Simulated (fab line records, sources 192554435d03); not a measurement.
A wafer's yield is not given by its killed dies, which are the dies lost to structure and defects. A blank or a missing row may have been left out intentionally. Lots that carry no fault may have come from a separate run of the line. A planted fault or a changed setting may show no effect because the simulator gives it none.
fab line records    flow n5-finfet
[record] lots = 4  wafers = 12  last-day = 16
route steps=1938 shown BEOL_M11@1541 PASSIVATION@1936
lots that met no fault: from a run of the same line without faults
start-h: hours from the record's first day to the start of the lot's first wafer shown    wait-h: hours since the lot's step before    " repeats the value in the row above    L1.1+2: a row that stands for several wafers    - either no value or no given start    * or withheld: withheld    < > ~ a bound
route shown NAME@n: NAME is a module with steps in the file, n the number in the route of the first one    usual: the fault-free wafers' mean and standard deviation    same: alike in all rows    chamber/n: place in a boat    sites: per-site readings    _std_site: their standard deviation    _edge_site: the outer-site mean with the inner-site mean subtracted    radius-mm: how far each site lies from the wafer's centre    mask NAME#n: copy n    behind: the tool/chamber that last shaped the wafer    hold: the reason the lot was held/the length of the hold in hours/how it ended    device: which transistor (n, p or np) failed to switch    end of line: at the end of the route, the tests of the same wafers    a step without rows: its recipe alone    killed: dies that structure and defects cost at the first sort, which is not the same as the wafer's yield    map: the dies of a wafer, with x for killed, . for not killed, _ for no die there
set.NAME: the run value of the setting; set.NAME@STEP: its run value at that earlier step    model.NAME: the simulator's own value behind a step, which no gauge read
lots seen at some steps along the route; tables by step, rows by wafer
services: from which hour (start-h, from the record's first day; less than 0 if before it) a tool's chamber was out of use, for how many hours, and why
[[steps]]
[step N5_BEOL_M11_COAT_59]
[recipe] resist = SOC  temp-c = 250  time-s = 60  spin-rpm = 1500  resist-thk-nm = 100
[step N5_BEOL_M11_COAT_60]
[recipe] resist = SiARC  temp-c = 220  time-s = 60  spin-rpm = 1500  resist-thk-nm = 30
[step N5_BEOL_M11_COAT_05]
[recipe] resist = CAR-ArF  spin-rpm = 1500  resist-thk-nm = 90
[step N5_BEOL_M11_EBR_07]
[recipe] solvent = PGMEA  ebr-width-mm = 1.5
[step N5_BEOL_M11_SOFTBAKE_06]
[recipe] temp-c = 110  time-s = 60  resist = CAR-ArF
[step N5_BEOL_M11_EXPOSE_08]
[recipe] mask-id = M11  na = 1.35  source-shape = dipole  sigma-inner = 0.411  sigma-outer = 0.611  polarization = te  dose-mj = 53.75
[step N5_BEOL_M11_PEB_09]
[recipe] peb-temp-c = withheld  peb-time-s = 60  resist = CAR-ArF
[step N5_BEOL_M11_DEVELOP_10]
[recipe] develop-time-s = 30  developer = TMAH  resist = CAR-ArF  rinse-liquid = diw  dry = air-spin  dev-temp-c = 23
[step N5_BEOL_M11_DESCUM_16]
[recipe] chemistry = O2  time-s = 7.9  source-power-w = 50  bias-power-w = 20  pressure-mtorr = 20  rf-frequency-hz = 2.712e+07  temp-c = 40  resist = CAR-ArF  o2-flow-sccm = 225
[step N5_BEOL_M11_ETCH_61]
[recipe] chemistry = CF4  target = SiARC  target-depth-a = 390  mask-material = CAR-ArF  time-s = 65  ion-energy-ev = 80  pressure-mtorr = 40  source-w = 545  bias-w = 36  Ar_flow_sccm = 100  cf4-flow-sccm = 100  ends = cleared
[usual] drypump-motor-current-A = 5.6/0.58  etch-rf-on-time-s = 64.4/1.3  oes-product-au = 0.68/0.084  rf-vpp-V = 183.9/1.4  showerhead-plenum-p-Torr = 2.13/0.087  throttle-valve-pct = 15.54/0.18
lot.wafer  tool         chamber  start-h  wait-h  drypump-motor-current-A  etch-rf-on-time-s  oes-product-au  rf-hours-counter-h  rf-vpp-V  showerhead-plenum-p-Torr  throttle-valve-pct
L484.1     rie-diel-03  0        234.62   0.0     5.4                      66.2               0.59            243                 185.9     2.20                      15.64
L484.3     "            2        "        "       5.1                      66.1               0.63            166                 185.9     2.21                      15.56
L484.5     "            1        "        "       5.5                      65.0               0.62            -                   184.8     2.21                      15.51
L493.1     rie-diel-03  2        285.73   0.0     5.2                      65.4               0.62            182                 186.5     2.21                      15.58
L493.3     "            3        "        "       5.2                      65.4               0.63            160                 182.3     1.98                      15.53
L493.5     "            0        "        "       5.3                      62.7               0.85            -                   184.3     2.19                      15.18
L497.1     rie-diel-03  2        318.88   0.0     5.1                      65.6               0.61            193                 183.9     2.20                      15.58
L497.4     "            1        "        "       5.4                      65.5               0.60            218                 183.8     2.20                      15.56
L497.5     "            2        "        "       5.1                      65.2               0.61            -                   185.0     2.20                      15.61
L501.2     rie-diel-05  2        342.20   0.0     6.2                      66.0               0.58            224                 182.5     2.03                      15.82
L501.3     "            3        "        "       6.8                      64.3               0.63            195                 182.3     2.05                      15.76
L501.6     "            3        "        "       6.8                      64.4               0.63            -                   182.9     2.05                      15.75
[step N5_BEOL_M11_ETCH_62]
[recipe] chemistry = N2/H2  target = SOC  target-depth-a = 1100  overetch-a = 220  mask-material = SiARC  temp-c = 40  time-s = 165  ion-energy-ev = 200  pressure-mtorr = 30  source-w = 840  bias-w = 150  n2-flow-sccm = 200  h2-flow-sccm = 200
[step N5_BEOL_M11_STRIP_68]
[recipe] chemistry = N2/H2  temp-c = 40  n2-flow-sccm = 200  h2-flow-sccm = 200  rf-frequency-hz = 6e+07
[step N5_BEOL_M11_STRIP_67]
[recipe] chemistry = CF4  resist = SiARC  power-w = 300  bias-power-w = 75  pressure-mtorr = 50  cf4-flow-sccm = 150  rf-frequency-hz = 6e+07
[step N5_BEOL_M11_HM_OPEN_17]
[recipe] chemistry = Cl2/BCl3  target-depth-a = 200  overetch-a = 60  target = TiN  mask-material = SOC  ion-energy-ev = 150  pressure-mtorr = 10  icp-w = 1000  bias-w = 126  Cl2_flow_sccm = 53.25  bcl3-flow-sccm = 21.75  Ar_flow_sccm = 25
[step N5_BEOL_M11_STRIP_19]
[recipe] chemistry = O2  power-w = 400  temp-c = 40  pressure-mtorr = 30  rf-frequency-hz = 6e+07  bias-power-w = 0  overash-fraction = 0.2  o2-flow-sccm = 225
[step N5_BEOL_M11_COAT_63]
[recipe] resist = SOC  temp-c = 250  time-s = 60  spin-rpm = 1500  resist-thk-nm = 100
[step N5_BEOL_M11_COAT_64]
[recipe] resist = SiARC  temp-c = 220  time-s = 60  spin-rpm = 1500  resist-thk-nm = 30
[step N5_BEOL_M11_COAT_22]
[recipe] resist = CAR-ArF  spin-rpm = 1500  resist-thk-nm = 90
[step N5_BEOL_M11_EBR_24]
[recipe] solvent = PGMEA  ebr-width-mm = 1.5
[step N5_BEOL_M11_SOFTBAKE_23]
[recipe] temp-c = 110  time-s = 60  resist = CAR-ArF
[step N5_BEOL_M11_EXPOSE_25]
[recipe] mask-id = V10  na = 1.35  source-shape = annular  sigma-inner = 0.5  sigma-outer = 0.8  polarization = unpolarized  dose-mj = 85.5
[step N5_BEOL_M11_PEB_26]
[recipe] peb-temp-c = withheld  peb-time-s = 60  resist = CAR-ArF
[step N5_BEOL_M11_DEVELOP_27]
[recipe] develop-time-s = 30  developer = TMAH  resist = CAR-ArF  rinse-liquid = diw  dry = air-spin  dev-temp-c = 23
[step N5_BEOL_M11_INSPECT_30]
[recipe] mode = adi  inspect-instrument = brightfield
[usual] raw-defect-count = 391/100
lot.wafer  tool               chamber  start-h  wait-h  raw-defect-count
L484.1     defect-inspect-01  -        235.73   0.0     442
L484.3     "                  -        "        "       286
L484.5     "                  -        "        "       382
L493.1     defect-inspect-01  -        287.18   0.0     1188
L493.3     "                  -        "        "       1298
L493.5     "                  -        "        "       1265
L497.1     defect-inspect-01  -        319.77   0.0     1477
L497.4     "                  -        "        "       1409
L497.5     "                  -        "        "       1423
L501.2     defect-inspect-02  -        345.78   0.0     344
L501.3     "                  -        "        "       486
L501.6     "                  -        "        "       550
[step N5_BEOL_M11_DESCUM_33]
[recipe] chemistry = O2  time-s = 7.9  source-power-w = 50  bias-power-w = 20  pressure-mtorr = 20  rf-frequency-hz = 2.712e+07  temp-c = 40  resist = CAR-ArF  o2-flow-sccm = 225
[step N5_PASSIVATION_PROBE_49]
[usual] defect-limited-yield = 91.1/1.3  killed_at_M0_to_M3 = 36/10  killed_at_M4_up = 14/4.4  killed-at-contacts = 14/5.7  killed-at-front-end = 39/9.4  killed-at-other = 2.9/2.6  killed-dies = 105/15  killed-open = 70/12  killed-short = 34/7.1  sort_bin_5_function = 5.3/0.77  sort_bin_6_memory = 3.3/0.66  sort_bin_8_speed = 0.00/0.007  sort-n-pass = 1075/15  sort-yield-pct = 91.1/1.3
[same] gross-dies = 1180  killed-at-back-side = 0  sort_bin_4_leakage[%] = 0
lot.wafer  tool       chamber  start-h  wait-h  defect-limited-yield[%]  killed_at_M0_to_M3  killed_at_M4_up  killed-at-contacts  killed-at-front-end  killed-at-other  killed-dies  killed-open  killed-short  sort_bin_5_function[%]  sort_bin_6_memory[%]  sort_bin_8_speed[%]  sort-n-pass  sort-yield-pct[%]
L484.1     prober-01  -        282.02   0.0     90.1                     45                  20               9                   40                   3                117          76           35            5.8                     3.5                   0                    1063         90.1
L484.3     prober-01  -        282.12   0.1     90.2                     45                  10               9                   47                   5                116          80           36            5.5                     4.0                   0                    1064         90.2
L484.5     prober-01  -        282.22   0.2     89.8                     37                  22               19                  40                   2                120          87           32            5.9                     3.7                   0                    1060         89.8
L493.1     prober-02  -        323.88   0.0     79.2                     34                  163              5                   35                   8                245          68           24            13.2                    4.4                   0                    935          79.2
L493.3     prober-02  -        323.98   0.1     79.7                     34                  148              14                  35                   8                239          70           30            11.8                    5.6                   0                    941          79.7
L493.5     prober-02  -        324.08   0.2     88.4                     35                  57               9                   27                   9                137          45           45            6.4                     3.0                   0                    1043         88.4
L497.1     prober-02  -        361.79   0.0     82.2                     16                  162              5                   26                   1                210          40           18            11.0                    3.1                   0                    970          82.2
L497.4     prober-02  -        361.94   0.2     80.3                     41                  146              11                  31                   3                232          67           28            11.9                    4.3                   0                    948          80.3
L497.5     prober-02  -        361.99   0.2     80.2                     30                  161              4                   36                   3                234          44           41            11.9                    4.5                   0                    946          80.2
// killed by level:class
L484.1 BEOL_M0_SAQP:geometric-particle:open=14 FIN_SAQP:geometric-particle:open=11 FIN_SAQP:geometric-particle:short=8 BEOL_M0_SAQP:geometric-particle:short=8 MOL_CONTACT_COAG:geometric-particle:open=8 BEOL_M3:geometric-particle:open=8 BEOL_M4:geometric-particle:open=7 BEOL_M4:geometric-particle:short=6
L484.3 BEOL_M3:geometric-particle:open=16 FIN_SAQP:geometric-particle:open=11 STI_FIN_REVEAL:geometric-particle:open=10 BEOL_M0_SAQP:geometric-particle:open=8 MOL_CONTACT_COAG:geometric-particle:open=8 BEOL_M1:geometric-particle:open=7 FIN_SAQP:geometric-particle:short=5 GATE_CUT:geometric-particle:short=5
L484.5 MOL_CONTACT_COAG:geometric-particle:open=13 STI_FIN_REVEAL:geometric-particle:open=12 BEOL_M4:geometric-particle:open=11 BEOL_M2:geometric-particle:open=9 BEOL_M0_SAQP:geometric-particle:open=7 MOL_CONTACT_COAG:geometric-particle:short=6 BEOL_M1:geometric-particle:open=6 FIN_CUT:geometric-particle:open=5
L493.1 BEOL_M11:unspecified=152 STI_FIN_REVEAL:geometric-particle:open=10 BEOL_M1:geometric-particle:open=7 BEOL_M2:geometric-particle:open=7 BEOL_M3:geometric-particle:open=7 STARTING-WAFER:geometric-particle:open=7 BEOL_M0_SAQP:geometric-particle:short=6 BEOL_M0_SAQP:geometric-particle:open=5
L493.3 BEOL_M11:unspecified=139 MOL_CONTACT_COAG:geometric-particle:open=12 BEOL_M0_SAQP:geometric-particle:open=10 STI_FIN_REVEAL:geometric-particle:open=8 FIN_SAQP:geometric-particle:open=6 BEOL_M0_SAQP:geometric-particle:short=6 BEOL_M1:geometric-particle:open=6 FIN_SAQP:geometric-particle:short=5
L493.5 BEOL_M11:unspecified=46 BEOL_M0_SAQP:geometric-particle:short=11 BEOL_M2:geometric-particle:open=11 FIN_SAQP:geometric-particle:short=6 BEOL_M3:geometric-particle:open=6 STI_FIN_REVEAL:geometric-particle:open=5 MOL_CONTACT_COAG:geometric-particle:open=5 STARTING-WAFER:geometric-particle:short=5
L497.1 BEOL_M11:unspecified=152 FIN_SAQP:geometric-particle:open=6 STI_FIN_REVEAL:geometric-particle:open=6 BEOL_M0_SAQP:geometric-particle:short=5 BEOL_M3:geometric-particle:open=4 BEOL_M0_SAQP:geometric-particle:open=4 BEOL_M4:geometric-particle:open=4 FIN_CUT:geometric-particle:open=3
L497.4 BEOL_M11:unspecified=135 FIN_SAQP:geometric-particle:open=10 MOL_CONTACT_COAG:geometric-particle:open=10 BEOL_M0_SAQP:geometric-particle:open=10 BEOL_M3:geometric-particle:open=10 BEOL_M0_SAQP:geometric-particle:short=9 BEOL_M4:geometric-particle:open=6 BEOL_M2:geometric-particle:open=6
L497.5 BEOL_M11:unspecified=149 FIN_SAQP:geometric-particle:short=17 BEOL_M0_SAQP:geometric-particle:short=10 BEOL_M0_SAQP:geometric-particle:open=9 FIN_SAQP:geometric-particle:open=6 BEOL_M1:geometric-particle:open=5 MOL_CONTACT_COAG:geometric-particle:open=3 BEOL_M4:geometric-particle:open=3
// map L493.1 (x killed, . not)
_________________.x..........________________
______________..x......xx......._____________
___________........x....xx.........__________
__________...x..x..x.x.xxx..xx......_________
________.......x..xxxxxxxx..x........._______
_______.......x..xxxxxxxxxx.......xx...______
______.x..x...x.xxxxxxxxxxxxx..x........_____
_____..........xxxxxxxxxxxxxxx...x.......____
____...........xxxxxxxxxxxxxxx.x.........x___
___....x........xxxxxxxxxxxxxx...x........x__
___...........xxxxxxxxxxxxxxxxx......x.....__
__...x.x.....x.x.xxxxxxxxxxxx.xx..........x._
__....x........xx.xxxxxxxxxxxx.x....x......._
_....x..........x.xxxxxxxxxxx................
_............x....xxxxxxxxxxx................
_..x.......x.x......x.xxx..x......x..........
_.............x..x..............x..x.........
_.x........................x.................
_..x...x.....x....................xx.......x.
_......x.x.....x....................x........
_....x.....x.......x.x.........x.............
__...x..x..................................._
__..............x...x.x............x......xx_
___x...........................x...........__
___.....x..................................__
____........x........x...............xx...___
_____.x....................x.............____
______...x................x..x.........._____
_______.............x..................______
________.......................x......_______
__________......x..................._________
___________..x....x...x............__________
______________......x.......xx.x_____________
_________________............________________
// map L497.5 (x killed, . not)
_________________....xx..x...________________
______________..........xx..x..x_____________
___________.x........xx......x.....__________
__________.........x.xxxx..........._________
________..x.......xxxxxxxxx.....x....._______
_______.......x.xx.xxxxxxxxxxx.........______
______...x.......xxxxxxxxxxxx.x........._____
_____..........x.xxxxxxxxxxxxxx.....x....____
____.........x.xxxxxxxxxxxxxx........x....___
___............xxxxxxxxxxxxxxxx....x.......__
___.....x.......xxxxxxxxxxxxx..............__
__......x........xxxxxxxxxxxxxx............x_
__.............xxxxxxxxxxxxxxx..x.......x.x._
_.........x..x...xxxxxxxxxx.x.........x...x..
_........x.......xx.xxxxxxx..................
_............x.........x.x.x....x...x..x.....
_x..............xx....x...x..................
_...x........x...............................
_.................x............x..x..........
_.x..................................xx...x..
_........x.................................x.
__....................x.........x....x......_
__....................x.....x..............._
___....x.....x.x.......x....x..............__
___..x..xx......................x..x.....x.__
____...................x.x...x..x.........___
_____.............x......................____
______.................................._____
_______..........xx..x.......x.x.......______
________....x....x...................._______
__________.........................._________
___________.......x...x....x..x....__________
______________....xx............_____________
_________________............________________
[[services]]
tool         chamber  start-h  hours  kind
rie-diel-03  2        251.67   11.3   repair
rie-diel-03  0        263.00   -      clean
rie-diel-03  0        263.00   -      consumable-replace:focus-ring
rie-diel-03  0        263.00   18.7   scheduled-down
rie-diel-03  0        263.00   18.7   vent-cycle
rie-diel-03  1        291.76   7.9    repair
[[key]]
[first-sign] step = N5_BEOL_M11_INSPECT_30  reading = raw-defect-count  direction = up  sigmas = 9.2  usual = 391  struck = 1343
[effect] step = N5_PASSIVATION_PROBE_49  reading = killed_at_M4_up  direction = up  sigmas = 28  usual = 14  struck = 140
[more-kills-born-at] N5_BEOL_M11_ETCH_61@rie-diel-03 = 773
met-at N5_BEOL_M11_ETCH_61
struck-wafers L493.1,L493.3,L493.5,L497.1,L497.4,L497.5
onset-between 234.62 285.73
[fault] kind = chamber-particle-source  tool = rie-diel-03  chamber = -  onset-h = 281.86  steps = N5_BEOL_M11_ETCH_61  rate-per-visit-cm2 = 1.409  end-h = 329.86
